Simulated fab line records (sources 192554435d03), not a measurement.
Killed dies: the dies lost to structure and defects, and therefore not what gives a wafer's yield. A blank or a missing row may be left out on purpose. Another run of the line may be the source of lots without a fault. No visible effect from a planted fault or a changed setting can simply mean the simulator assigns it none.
Chamber matching / flow n5-finfet / 4 sister chambers for N5_MIM_BOT_LITHO_DESCUM_10 on rie-diel-05
The step chemistry O2, time 7.9 s. 14 wafers are shown with their chamber, then 7 later ones without.

== WAFERS, EACH WITH ITS CHAMBER ==
wafer=L891.1; chamber=2; throttle-valve-pct (%)=20.78; drypump-motor-current-A (A)=6.1; oes-product-au (a.u.)=0.72
wafer=L891.2; chamber=0; throttle-valve-pct (%)=20.04; drypump-motor-current-A (A)=6.1; oes-product-au (a.u.)=0.92
wafer=L891.5; chamber=1; throttle-valve-pct (%)=20.14; drypump-motor-current-A (A)=5.5; oes-product-au (a.u.)=1.00
wafer=L892.1; chamber=2; throttle-valve-pct (%)=20.78; drypump-motor-current-A (A)=6.1; oes-product-au (a.u.)=0.71
wafer=L892.2; chamber=0; throttle-valve-pct (%)=20.03; drypump-motor-current-A (A)=6.1; oes-product-au (a.u.)=0.90
wafer=L892.5; chamber=3; throttle-valve-pct (%)=20.54; drypump-motor-current-A (A)=6.1; oes-product-au (a.u.)=0.70
wafer=L894.2; chamber=2; throttle-valve-pct (%)=20.78; drypump-motor-current-A (A)=6.2; oes-product-au (a.u.)=0.70
wafer=L894.3; chamber=0; throttle-valve-pct (%)=20.03; drypump-motor-current-A (A)=6.1; oes-product-au (a.u.)=0.91
wafer=L894.6; chamber=1; throttle-valve-pct (%)=20.14; drypump-motor-current-A (A)=5.5; oes-product-au (a.u.)=0.96
wafer=L893.1; chamber=1; throttle-valve-pct (%)=20.17; drypump-motor-current-A (A)=5.5; oes-product-au (a.u.)=0.95
wafer=L893.3; chamber=0; throttle-valve-pct (%)=20.04; drypump-motor-current-A (A)=6.1; oes-product-au (a.u.)=0.91
wafer=L893.6; chamber=0; throttle-valve-pct (%)=20.04; drypump-motor-current-A (A)=6.1; oes-product-au (a.u.)=0.90
wafer=L897.1; chamber=0; throttle-valve-pct (%)=20.04; drypump-motor-current-A (A)=6.1; oes-product-au (a.u.)=0.89
wafer=L897.2; chamber=1; throttle-valve-pct (%)=20.15; drypump-motor-current-A (A)=5.5; oes-product-au (a.u.)=0.93

SIGNATURES (means of the wafers above)
reading=throttle-valve-pct; chamber 0=20.0367; chamber 1=20.1500; chamber 2=20.7800; chamber 3=20.5400; scatter within a chamber=0.00856
reading=drypump-motor-current-A; chamber 0=6.100; chamber 1=5.500; chamber 2=6.133; chamber 3=6.100; scatter within a chamber=0.0258
reading=oes-product-au; chamber 0=0.9050; chamber 1=0.9600; chamber 2=0.7100; chamber 3=0.7000; scatter within a chamber=0.0183
Rule: for a wafer and a chamber, the distance is found by dividing, reading by reading, the gap between the wafer's reading and the chamber's mean by the reading's scatter, squaring, summing and taking the root. The wafer belongs to the nearest chamber; if the next one is less than 2 further off, it can't be placed. The scatter is the square root of a quotient: the sum, over the shown wafers, of each reading's squared deviation from its chamber's mean, divided by wafers minus chambers.

== WAFERS WITHOUT THEIR CHAMBER ==
wafer=L897.5; throttle-valve-pct (%)=20.04; drypump-motor-current-A (A)=6.1; oes-product-au (a.u.)=0.90
wafer=L904.1; throttle-valve-pct (%)=20.81; drypump-motor-current-A (A)=6.1; oes-product-au (a.u.)=0.69
wafer=L904.5; throttle-valve-pct (%)=20.18; drypump-motor-current-A (A)=5.5; oes-product-au (a.u.)=0.88
wafer=L904.6; throttle-valve-pct (%)=20.82; drypump-motor-current-A (A)=6.1; oes-product-au (a.u.)=0.69
wafer=L908.3; throttle-valve-pct (%)=20.24; drypump-motor-current-A (A)=6.1; oes-product-au (a.u.)=0.92
wafer=L908.5; throttle-valve-pct (%)=20.36; drypump-motor-current-A (A)=6.1; oes-product-au (a.u.)=0.96
wafer=L908.6; throttle-valve-pct (%)=20.23; drypump-motor-current-A (A)=5.5; oes-product-au (a.u.)=0.85

== CHAMBER TAKEN BY EACH ==
wafer=L897.5; from the rows above=0; in truth=0
wafer=L904.1; from the rows above=2; in truth=2
wafer=L904.5; from the rows above=1; in truth=1
wafer=L904.6; from the rows above=2; in truth=2
wafer=L908.3; from the rows above=can't be placed: 0 or 1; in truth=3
wafer=L908.5; from the rows above=3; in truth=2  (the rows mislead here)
wafer=L908.6; from the rows above=1; in truth=1
Correct placement for 5 of the 7. Not placeable from these rows: 1 (in 0, the candidates include the true chamber). Wrongly placed: 1.
